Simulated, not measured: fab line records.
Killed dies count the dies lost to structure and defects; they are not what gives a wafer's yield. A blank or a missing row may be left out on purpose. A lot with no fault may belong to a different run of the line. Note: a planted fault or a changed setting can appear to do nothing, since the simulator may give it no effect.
Check for tools in common / flow nandHarc / 13 lots, 39 wafers sampled

WHY THIS WAS OPENED
On 2 of the 13 lots, a flag is raised at NHARC_P_ZERO_WELL_INSPECT_43 on the reading rawDefectCount. Wafers without a fault read 12, standard deviation 6.2.
Rule: a lot gets a flag if all its wafers with a number sit over 4 standard deviations from that mean, or if no wafer of it has a number. All remaining lots are regarded as sound.

lot=L693; measured=day 2 03:21; on=defectInspect-01; rawDefectCount, wafer by wafer=5 6 18; flag=
lot=L695; measured=day 2 23:41; on=defectInspect-01; rawDefectCount, wafer by wafer=7 4 12; flag=
lot=L696; measured=day 3 09:56; on=defectInspect-02; rawDefectCount, wafer by wafer=15 6 10; flag=
lot=L698; measured=day 4 15:34; on=defectInspect-02; rawDefectCount, wafer by wafer=24 13 5; flag=
lot=L699; measured=day 4 15:53; on=defectInspect-01; rawDefectCount, wafer by wafer=11 12 13; flag=
lot=L700; measured=day 5 01:32; on=defectInspect-02; rawDefectCount, wafer by wafer=5 11 10; flag=
lot=L703; measured=day 6 08:56; on=defectInspect-02; rawDefectCount, wafer by wafer=416 406 419; flag=FLAGGED
lot=L705; measured=day 7 03:59; on=defectInspect-01; rawDefectCount, wafer by wafer=419 432 426; flag=FLAGGED
lot=L708; measured=day 8 10:17; on=defectInspect-01; rawDefectCount, wafer by wafer=9 8 10; flag=
lot=L713; measured=day 10 11:26; on=defectInspect-01; rawDefectCount, wafer by wafer=25 19 17; flag=
lot=L714; measured=day 10 21:49; on=defectInspect-01; rawDefectCount, wafer by wafer=8 7 2; flag=
lot=L715; measured=day 11 07:38; on=defectInspect-01; rawDefectCount, wafer by wafer=13 10 18; flag=
lot=L716; measured=day 11 17:32; on=defectInspect-01; rawDefectCount, wafer by wafer=4 14 10; flag=
The numbers of the flagged lots are 420 on average: +408 against the usual, or +66 standard deviations.

TOOL THAT RAN EACH LOT
The record keeps 1 process step preceding the reading, out of 1302 steps on the route. Each cell gives the tool, then ch followed by the chambers the sampled wafers passed through, then the start.
lot=L693; flag=; NHARC_P_ZERO_WELL_STRIP_28=wetBench-05 ch 4,5,6, day 1 23:17
lot=L695; flag=; NHARC_P_ZERO_WELL_STRIP_28=wetBench-06 ch 0,1,7, day 2 19:30
lot=L696; flag=; NHARC_P_ZERO_WELL_STRIP_28=wetBench-06 ch 0,2,6, day 3 05:42
lot=L698; flag=; NHARC_P_ZERO_WELL_STRIP_28=wetBench-09 ch 5,6,7, day 4 11:29
lot=L699; flag=; NHARC_P_ZERO_WELL_STRIP_28=wetBench-06 ch 1,3,6, day 4 11:38
lot=L700; flag=; NHARC_P_ZERO_WELL_STRIP_28=wetBench-05 ch 1,3,6, day 4 21:20
lot=L703; flag=FLAGGED; NHARC_P_ZERO_WELL_STRIP_28=wetBench-06 ch 3,5,6, day 6 04:05
lot=L705; flag=FLAGGED; NHARC_P_ZERO_WELL_STRIP_28=wetBench-06 ch 0,1,5, day 6 23:45
lot=L708; flag=; NHARC_P_ZERO_WELL_STRIP_28=wetBench-05 ch 0,1,3, day 8 06:05
lot=L713; flag=; NHARC_P_ZERO_WELL_STRIP_28=wetBench-06 ch 0,4,7, day 10 07:12
lot=L714; flag=; NHARC_P_ZERO_WELL_STRIP_28=wetBench-09 ch 2,3,7, day 10 17:29
lot=L715; flag=; NHARC_P_ZERO_WELL_STRIP_28=wetBench-09 ch 1,3,7, day 11 03:31
lot=L716; flag=; NHARC_P_ZERO_WELL_STRIP_28=wetBench-09 ch 2,4,7, day 11 13:28
These steps, and what they do:
- NHARC_P_ZERO_WELL_STRIP_28: strips in SPM, time 840 s.
- NHARC_P_ZERO_WELL_INSPECT_43

FLAGGED AGAINST TOTAL, ONE TOOL AT A TIME (gauges that did the reading follow at the end)
step=NHARC_P_ZERO_WELL_STRIP_28; tool=wetBench-05; lots run=3; flagged=0; share of the flagged lots=none; sound lots run after its first flagged lot=-
step=NHARC_P_ZERO_WELL_STRIP_28; tool=wetBench-06; lots run=6; flagged=2; share of the flagged lots=all; sound lots run after its first flagged lot=1 (L713)
step=NHARC_P_ZERO_WELL_STRIP_28; tool=wetBench-09; lots run=4; flagged=0; share of the flagged lots=none; sound lots run after its first flagged lot=-
step=NHARC_P_ZERO_WELL_INSPECT_43; tool=defectInspect-01; lots run=9; flagged=1; share of the flagged lots=some; sound lots run after its first flagged lot=5 (L708,L713,L714,L715,L716)
step=NHARC_P_ZERO_WELL_INSPECT_43; tool=defectInspect-02; lots run=4; flagged=1; share of the flagged lots=some; sound lots run after its first flagged lot=0

WHAT THE TABLE ALLOWS
In the table, 1 row covers all flagged lots: wetBench-06 at NHARC_P_ZERO_WELL_STRIP_28.
- wetBench-06 at NHARC_P_ZERO_WELL_STRIP_28 ran 6 lots, 2 of them flagged. Sound lots ran on it after the first flagged one (L713), which a lasting fault on the whole tool wouldn't allow.
Not one row of the table ran every flagged lot while running no sound lot after the first.

WHAT THE SIMULATOR HAD PUT IN
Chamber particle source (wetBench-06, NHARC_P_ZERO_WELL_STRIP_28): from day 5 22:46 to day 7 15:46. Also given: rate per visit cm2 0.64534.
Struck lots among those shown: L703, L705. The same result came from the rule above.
